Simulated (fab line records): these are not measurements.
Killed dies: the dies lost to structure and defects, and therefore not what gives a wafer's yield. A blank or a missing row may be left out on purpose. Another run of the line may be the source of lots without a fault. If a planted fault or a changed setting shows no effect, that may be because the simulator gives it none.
Chamber matching | flow nandHarc | rieDiel-05 running NHARC_P_M0_STRIP_18: 4 sister chambers
The step strips in N2/H2. 4 wafers are shown with their chamber, then 10 later ones without.

## WAFERS, EACH WITH ITS CHAMBER
wafer  | chamber | drypumpMotorCurrentA (A)
L090.2 | 0       | 6.0
L090.3 | 2       | 5.2
L091.3 | 3       | 5.4
L091.5 | 1       | 6.2

## WAFERS WITHOUT THEIR CHAMBER
wafer  | drypumpMotorCurrentA (A)
L091.6 | 6.0
L093.1 | 5.4
L093.3 | 6.0
L093.6 | 5.1
L094.2 | 5.4
L094.4 | 5.2
L094.6 | 6.0
L095.2 | 5.1
L095.3 | 6.0
L095.5 | 6.2

## THE CHAMBER EACH PASSED THROUGH
wafer  | from the rows above | in truth
L091.6 | 0                   | 0
L093.1 | 3                   | 3
L093.3 | 0                   | 0
L093.6 | 2                   | 2
L094.2 | 3                   | 3
L094.4 | 2                   | 2
L094.6 | 0                   | 0
L095.2 | 2                   | 2
L095.3 | 0                   | 0
L095.5 | 1                   | 1
Correctly placed: 10 of 10. Number that these rows cannot place: 0. 0 placed wrongly.
How it was worked out, from the rows above alone: a wafer's distance from a chamber is the root of the sum, over the readings, of the square of ((its reading less the chamber's mean) divided by the reading's scatter). If the next closest chamber is less than 2 further off than the closest, the wafer can't be placed; otherwise it belongs to the closest. A chamber's mean is the mean of its shown wafers. The scatter: root of mean squared gap, hidden wafer to nearest shown wafer, with one shown wafer a chamber.
